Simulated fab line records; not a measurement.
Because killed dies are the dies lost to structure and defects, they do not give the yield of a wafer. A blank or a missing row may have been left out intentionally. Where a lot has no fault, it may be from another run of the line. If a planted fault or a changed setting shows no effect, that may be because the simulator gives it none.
fab line records    flow nand_harc
[record] lots = 13  wafers = 38  last_day = 24
route steps=1159 shown A_WL_FILL@813 HYBRID_BOND@1100 THIN_TSV@1136 END@1158
lots untouched by any fault: they come from a run of this same line in which no faults occurred
start_h: hours from the record's opening day to when the first of the lot's shown wafers began    wait_h: hours from the lot's prior step to this one    " unchanged from the row above    L1.1+2: a single row standing in for several wafers    - no value present, or no start provided    * or withheld: withheld    < > ~ a bound
route shown NAME@n: a module of which the file shows steps, and the number in the route of the first    usual: the fault-free wafers' mean and standard deviation    same: alike in all rows    chamber/n: place in a boat    sites: per-site readings    _std_site: the standard deviation of these    _edge_site: the outer-site mean with the inner-site mean subtracted    radius_mm: for every site, how far away it sits from the centre of the wafer    mask NAME#n: copy n    behind: the last tool/chamber to shape the wafer    hold: why the lot went on hold/how many hours it stayed there/how the hold came to an end    device: the transistor (n, p or np) that didn't switch    end of line: the route-end tests of the same wafers    where a step has no rows: the recipe by itself    killed: at the first sort, the dies lost to defects and structure; wafer yield is something else    map: per-die view of a wafer (x killed, . not killed, _ where there is no die)
set.NAME: the setting the step ran with; set.NAME@STEP: the setting that earlier step ran with    model.NAME: the simulator's own value behind a step, which no gauge read
one table for each step of the route and one row for each wafer, over a sample of lots
services: from which hour (start_h, from the record's first day; less than 0 if before it) a tool's chamber was out of use, for how many hours, and why
[[steps]]
[step NHARC_A_WL_FILL_CVD_03]
[recipe] target_thk_a = 400  temp_c = 300  pressure_torr = 40  wf6_flow_sccm = 40  h2_flow_sccm = 1600  ar_flow_sccm = 1560  time_s = 3302  material = W
[usual] heater_power_w = 501/77  throttle_valve_pct = 7.95/0.17
lot.wafer  tool      chamber  start_h  wait_h  heater_power_w  throttle_valve_pct
L656.2     cvd_w-01  1        347.84   2.3     598             7.81
L656.4     "         0        "        "       459             7.75
L656.3     "         1        "        "       597             7.77
L658.1     cvd_w-01  1        350.69   5.2     596             8.00
L658.6     "         0        352.12   6.6     456             7.77
L658.5     "         1        "        "       611             7.80
L657.4     cvd_w-02  1        351.19   5.5     524             8.46
L657.3     "         0        "        "       403             7.75
L657.6     "         0        "        "       402             7.82
L661.1     cvd_w-02  0        353.96   1.1     394             7.98
L661.2     "         1        "        "       507             8.40
L661.6     "         1        356.32   3.5     524             7.96
L659.1     cvd_w-02  0        364.04   0.5     401             8.12
L659.6     "         1        365.45   1.9     511             8.19
L659.5     "         0        "        "       405             8.00
L662.1     cvd_w-02  0        366.86   3.2     391             7.90
L662.3     "         0        "        "       400             7.71
L662.6     "         1        "        "       509             7.97
L666.1     cvd_w-02  1        402.65   0.1     511             7.96
L666.5     "         1        404.49   1.9     512             7.95
L670.2     cvd_w-01  1        409.67   3.7     621             7.71
L670.3     "         1        "        "       588             8.03
L670.6     "         0        "        "       460             7.86
L672.4     cvd_w-01  0        437.12   1.5     458             7.93
L672.5     "         1        "        "       606             7.97
L672.6     "         0        "        "       473             7.94
L674.4     cvd_w-01  1        448.37   5.7     603             7.72
L674.5     "         1        "        "       612             7.89
L674.6     "         0        "        "       458             7.77
L673.1     cvd_w-01  0        450.84   0.5     459             7.87
L673.4     "         1        "        "       601             7.95
L673.3     "         0        "        "       461             7.85
L679.1     cvd_w-02  1        476.46   5.9     520             7.94
L679.2     "         0        "        "       401             7.79
L679.4     "         1        "        "       525             8.07
L678.3     cvd_w-01  1        476.90   6.5     581             8.23
L678.4     "         0        "        "       463             7.90
L678.6     "         0        "        "       468             7.90
[step NHARC_HYBRID_BOND_INSPECT_06]
[recipe] inspect_instrument = ir_void
[usual] raw_defect_count = 35/14
lot.wafer  tool               chamber  start_h  wait_h  raw_defect_count
L657.3     defect_inspect-02  -        441.29   0.1     50
L657.4     "                  -        "        "       49
L657.6     "                  -        "        "       49
L658.1     defect_inspect-02  -        441.31   0.1     21
L658.5     "                  -        "        "       23
L658.6     "                  -        "        "       29
L656.2     defect_inspect-01  -        441.31   0.1     18
L656.3     "                  -        "        "       18
L656.4     "                  -        "        "       22
L661.1     defect_inspect-02  -        441.33   0.1     26
L661.2     "                  -        "        "       36
L661.6     "                  -        "        "       38
L659.5     defect_inspect-02  -        449.68   0.1     40
L659.6     "                  -        "        "       28
L662.6     defect_inspect-02  -        457.11   0.1     26
L666.5     defect_inspect-02  -        480.36   0.1     29
L670.2     defect_inspect-01  -        495.90   0.1     18
L670.3     "                  -        "        "       21
L670.6     "                  -        "        "       20
L672.4     defect_inspect-02  -        516.69   0.1     26
L672.5     "                  -        "        "       45
L672.6     "                  -        "        "       26
L674.4     defect_inspect-02  -        538.80   0.1     40
L674.5     "                  -        "        "       53
L674.6     "                  -        "        "       61
L673.1     defect_inspect-02  -        538.81   0.1     8
L673.3     "                  -        "        "       13
L673.4     "                  -        "        "       7
L678.3     defect_inspect-02  -        557.89   0.1     25
L678.4     "                  -        "        "       23
L678.6     "                  -        "        "       24
L679.1     defect_inspect-02  -        565.89   0.0     48
L679.2     "                  -        "        "       65
L679.4     "                  -        "        "       59
[step NHARC_THIN_TSV_DEGAS_53]
[recipe] temp_c = 300  time_s = 60
[usual] heater_power_w = 456/65
[same] time_s = 60
lot.wafer  tool            chamber  start_h  wait_h  heater_power_w
L657.4     pvd_sputter-01  -        452.75   0.1     541
L657.3     "               -        "        "       428
L657.6     "               -        "        "       536
L656.4     pvd_sputter-03  -        453.95   0.1     340
L656.3     "               -        "        "       492
L656.2     "               -        "        "       509
L658.1     pvd_sputter-03  -        454.94   0.1     497
L658.6     "               -        "        "       345
L658.5     "               -        "        "       496
L661.1     pvd_sputter-03  -        456.27   0.1     499
L661.2     "               -        "        "       348
L661.6     "               -        "        "       518
L659.5     pvd_sputter-02  -        457.50   0.1     410
L659.6     "               -        "        "       497
L662.6     pvd_sputter-01  -        465.90   0.1     542
L666.5     pvd_sputter-03  -        487.97   0.1     358
L670.3     pvd_sputter-03  -        503.26   0.1     468
L670.2     "               -        "        "       542
L670.6     "               -        "        "       353
L672.4     pvd_sputter-01  -        525.81   0.2     424
L672.5     "               -        "        "       442
L672.6     "               -        "        "       534
L674.4     pvd_sputter-03  -        548.32   0.1     487
L674.5     "               -        "        "       521
L674.6     "               -        "        "       356
L673.1     pvd_sputter-02  -        548.86   0.2     386
L673.3     "               -        "        "       414
L673.4     "               -        "        "       498
L678.4     pvd_sputter-02  -        565.63   0.1     496
L678.3     "               -        "        "       392
L678.6     "               -        "        "       389
L679.2     pvd_sputter-03  -        574.08   0.1     506
L679.4     "               -        "        "       479
L679.1     "               -        "        "       544
[step NHARC_END_WLT_00]
[usual] VT_DECK1_BOTTOM = 0.871/0.0059  VT_DECK1_BOTTOM_INNER = 0.870/0.0057  VT_DECK1_MEDIAN_NEAR_BOTTOM = 0.871/0.0059  VT_DECK1_MEDIAN_NEAR_BOTTOM_INNER = 0.871/0.0061  VT_DECK1_MIDDLE = 0.885/0.0056  VT_DECK1_MIDDLE_INNER = 0.884/0.005  VT_DECK1_TOP = 0.897/0.0058  VT_DECK1_TOP_INNER = 0.897/0.0059
lot.wafer  tool       chamber  start_h  wait_h  VT_DECK1_BOTTOM  VT_DECK1_BOTTOM_INNER  VT_DECK1_MEDIAN_NEAR_BOTTOM  VT_DECK1_MEDIAN_NEAR_BOTTOM_INNER  VT_DECK1_MIDDLE  VT_DECK1_MIDDLE_INNER  VT_DECK1_TOP  VT_DECK1_TOP_INNER
L656.2     prober-02  -        464.45   3.2     0.870            0.871                  0.874                        0.879                              0.888            0.889                  0.896         0.893
L656.3     "          -        "        "       0.874            0.879                  0.871                        0.871                              0.898            0.885                  0.902         0.901
L656.4     "          -        "        "       0.878            0.875                  0.866                        0.869                              0.890            0.889                  0.900         0.894
L658.1     prober-01  -        471.66   10.4    0.868            0.867                  0.867                        0.869                              0.883            0.892                  0.898         0.900
L658.5     "          -        473.63   12.4    0.872            0.871                  0.864                        0.869                              0.885            0.880                  0.899         0.896
L658.6     "          -        "        "       0.878            0.867                  0.870                        0.866                              0.881            0.884                  0.908         0.889
L657.3     prober-02  -        472.74   11.5    0.876            0.871                  0.870                        0.874                              0.885            0.883                  0.898         0.901
L657.4     "          -        "        "       0.871            0.869                  0.873                        0.877                              0.888            0.883                  0.901         0.898
L657.6     "          -        474.25   13.0    0.871            0.874                  0.873                        0.876                              0.891            0.887                  0.899         0.899
L661.1     prober-01  -        479.34   18.1    0.866            0.866                  0.868                        0.865                              0.878            0.888                  0.892         0.894
L661.2     "          -        "        "       0.868            0.869                  0.871                        0.874                              0.886            0.877                  0.885         0.889
L661.6     "          -        481.81   20.6    0.865            0.869                  0.863                        0.865                              0.884            0.878                  0.897         0.891
L659.5     prober-01  -        489.15   23.9    0.875            0.870                  0.879                        0.885                              0.890            0.884                  0.906         0.904
L659.6     "          -        "        "       0.872            0.872                  0.870                        0.868                              0.886            0.891                  0.902         0.898
L662.6     prober-01  -        497.57   24.7    0.868            0.874                  0.881                        0.864                              0.894            0.887                  0.895         0.898
L666.5     prober-01  -        504.92   10.0    0.881            0.875                  0.884                        0.885                              0.896            0.896                  0.903         0.902
L670.2     prober-01  -        519.06   8.7     0.872            0.865                  0.874                        0.871                              0.884            0.886                  0.893         0.885
L670.3     "          -        "        "       0.869            0.873                  0.875                        0.872                              0.874            0.880                  0.894         0.892
L670.6     "          -        521.07   10.7    0.871            0.880                  0.873                        0.868                              0.886            0.883                  0.893         0.892
L672.4     prober-01  -        532.82   1.5     0.872            0.873                  0.873                        0.874                              0.885            0.883                  0.898         0.898
L672.5     "          -        "        "       0.875            0.871                  0.881                        0.867                              0.892            0.887                  0.902         0.901
L672.6     "          -        "        "       0.872            0.885                  0.883                        0.875                              0.892            0.891                  0.904         0.903
L673.1     prober-01  -        555.64   0.0     0.873            0.873                  0.879                        0.878                              0.897            0.885                  0.900         0.901
L673.3     "          -        556.66   1.1     0.875            0.869                  0.866                        0.870                              0.877            0.882                  0.898         0.894
L673.4     "          -        "        "       0.869            0.865                  0.867                        0.870                              0.885            0.883                  0.893         0.891
L674.4     prober-02  -        557.15   1.5     0.868            0.868                  0.870                        0.866                              0.882            0.884                  0.889         0.897
L674.5     "          -        "        "       0.864            0.861                  0.870                        0.863                              0.887            0.884                  0.896         0.885
L674.6     "          -        "        "       0.866            0.869                  0.872                        0.871                              0.878            0.883                  0.901         0.889
L678.3     prober-01  -        574.24   1.1     0.873            0.867                  0.873                        0.875                              0.892            0.881                  0.900         0.900
L678.4     "          -        "        "       0.875            0.866                  0.868                        0.860                              0.879            0.882                  0.887         0.895
L678.6     "          -        575.76   2.6     0.870            0.874                  0.878                        0.878                              0.886            0.885                  0.904         0.898
L679.1     prober-02  -        581.58   0.1     0.866            0.864                  0.867                        0.867                              0.872            0.881                  0.899         0.889
L679.2     "          -        "        "       0.866            0.868                  0.871                        0.860                              0.880            0.874                  0.892         0.880
L679.4     "          -        "        "       0.866            0.870                  0.868                        0.873                              0.875            0.884                  0.886         0.890
[step NHARC_END_SORT_01]
[recipe] temp_c = 25
[usual] killed_at_array = 29/10  killed_at_other = 0.7/1.1  killed_at_periphery = 3.2/2.2  killed_dies = 33/11  killed_open = 3.5/1.8  killed_short = 2.0/1.4
[same] gross_dies = 677
lot.wafer  tool       chamber  start_h  wait_h  killed_at_array  killed_at_other  killed_at_periphery  killed_dies  killed_open  killed_short
L659.1     prober-01  0        490.15   2.5     676              0                1                    677          3            0
L659.5     prober-01  0        493.42   3.8     40               0                4                    44           4            4
L659.6     prober-01  0        494.24   4.1     23               0                2                    25           4            1
L662.1     prober-01  0        498.08   2.5     670              3                4                    677          5            0
L662.3     prober-01  0        499.68   3.1     674              2                1                    677          2            4
L662.6     prober-01  0        502.09   4.0     26               1                4                    31           6            4
L666.1     prober-01  0        505.93   2.5     676              1                0                    677          3            1
L666.5     prober-01  0        509.11   3.7     29               1                1                    31           2            3
// killed by level:class
L659.1 A_WL_FILL:area_cvd=647 A_SLIT:chamber_film_flake=11 A_STAIRCASE:chamber_film_flake=5 A_ZERO_WELL:chamber_film_flake=4 A_M1:chamber_film_flake=3 A_CHANNEL_HOLE_D1:chamber_film_flake=2 P_GATE:geometric_particle:open=1 A_CHANNEL_HOLE_D1:geometric_particle:open=1
L659.5 A_SLIT:chamber_film_flake=14 A_CHANNEL_HOLE_D1:chamber_film_flake=5 A_SGD_CUT:chamber_film_flake=5 A_STAIRCASE:chamber_film_flake=3 A_WL_FILL:chamber_film_flake=2 A_CONTACT:chamber_film_flake=2 A_M1:chamber_film_flake=2 P_M0:geometric_particle:short=1
L659.6 A_SLIT:chamber_film_flake=9 A_CONTACT:chamber_film_flake=3 A_ZERO_WELL:chamber_film_flake=2 A_CHANNEL_HOLE_D1:chamber_film_flake=2 A_STAIRCASE:chamber_film_flake=2 P_M0:geometric_particle:open=1 P_M1:geometric_particle:open=1 A_ONON_D1:geometric_particle:open=1
L662.1 A_WL_FILL:area_cvd=646 A_SLIT:chamber_film_flake=14 A_SGD_CUT:chamber_film_flake=4 THIN_TSV:chamber_film_flake=3 A_CONTACT:geometric_particle:open=2 P_ZERO_WELL:chamber_film_flake=2 P_STI:geometric_particle:open=1 P_GATE:geometric_particle:open=1
L662.3 A_WL_FILL:area_cvd=639 A_SLIT:chamber_film_flake=18 A_CHANNEL_HOLE_D1:chamber_film_flake=3 A_STAIRCASE:chamber_film_flake=3 A_CONTACT:geometric_particle:short=2 A_SGD_CUT:chamber_film_flake=2 THIN_TSV:chamber_film_flake=2 A_CHANNEL_FILL_D1:geometric_particle:short=1
L662.6 A_SLIT:chamber_film_flake=12 A_WL_FILL:geometric_particle:short=3 A_CHANNEL_HOLE_D1:chamber_film_flake=3 A_SGD_CUT:chamber_film_flake=2 P_CONTACT:geometric_particle:short=1 P_CONTACT:geometric_particle:open=1 P_M0:geometric_particle:open=1 A_ONON_D1:geometric_particle:open=1
L666.1 A_WL_FILL:area_cvd=650 A_CHANNEL_HOLE_D1:chamber_film_flake=12 A_STAIRCASE:chamber_film_flake=4 A_CONTACT:chamber_film_flake=4 A_M0:geometric_particle:open=2 A_SLIT:chamber_film_flake=2 A_CONTACT:geometric_particle:short=1 A_CONTACT:geometric_particle:open=1
L666.5 A_CHANNEL_HOLE_D1:chamber_film_flake=14 A_SLIT:chamber_film_flake=5 A_STAIRCASE:chamber_film_flake=3 A_CONTACT:geometric_particle:open=2 A_CONTACT:chamber_film_flake=2 A_ONON_D1:geometric_particle:short=1 A_CHANNEL_FILL_D1:geometric_particle:short=1 A_CONTACT:geometric_particle:short=1
[[services]]
tool            chamber  start_h  hours  kind
pvd_sputter-03  -        352.63   7.5    repair
pvd_sputter-01  -        362.14   10.0   pm
cvd_w-01        -        363.77   0.2    repair
cvd_w-02        -        379.08   13.0   pm
cvd_w-02        0        379.08   13.0   vent_cycle
cvd_w-02        1        379.08   13.0   vent_cycle
pvd_sputter-02  -        392.02   10.0   pm
cvd_w-02        0        392.08   -      clean
cvd_w-02        1        392.08   -      clean
pvd_sputter-03  -        458.00   10.0   pm
pvd_sputter-03  -        473.76   3.9    repair
cvd_w-01        -        480.08   13.0   pm
cvd_w-01        0        480.08   13.0   vent_cycle
cvd_w-01        1        480.08   13.0   vent_cycle
cvd_w-01        0        493.08   -      clean
cvd_w-01        1        493.08   -      clean
pvd_sputter-01  -        540.14   10.0   pm
cvd_w-02        -        560.88   13.0   pm
cvd_w-02        0        560.88   13.0   vent_cycle
cvd_w-02        1        560.88   13.0   vent_cycle
pvd_sputter-01  -        562.65   1.8    repair
pvd_sputter-02  -        570.02   10.0   pm
cvd_w-02        0        573.88   -      clean
cvd_w-02        1        573.88   -      clean
[[key]]
[first_sign] step = NHARC_END_SORT_01  reading = killed_at_array  direction = up  sigmas = 63  usual = 29  struck = 674
[effect] step = NHARC_END_SORT_01  reading = killed_dies  direction = up  sigmas = 61  usual = 33  struck = 677
[more_kills_born_at] NHARC_A_WL_FILL_CVD_03@cvd_w-02 = 2582
met_at NHARC_A_WL_FILL_CVD_03
struck_lots L659,L662,L666
struck_wafers L659.1,L662.1,L662.3,L666.1
later_rows_left_out L659.1,L662.1,L662.3,L666.1
tester_left_out L659,L662,L666
not_acting_at NHARC_HYBRID_BOND_INSPECT_06,NHARC_THIN_TSV_DEGAS_53,NHARC_END_WLT_00
[fault] kind = process_parameter_drift  tool = cvd_w-02  chamber = -  onset_h = 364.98  steps = NHARC_A_WL_FILL_CVD_03  channel = target_thk_a  offset = *  shape = step  end_h = 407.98  scope = struck_wafers_only  acts_in = *  stated = *
// tester_left_out: of these lots the tester's yield and bins aren't shown, on N5 and GAA mostly nor the transistor test; their killed dies are dies lost to structure and defects alone, not to doping, threshold or leakage, so they don't give the yield
// later_rows_left_out: the simulator's readings of these wafers behind a module that went badly wrong aren't trusted and aren't shown, but for the sort
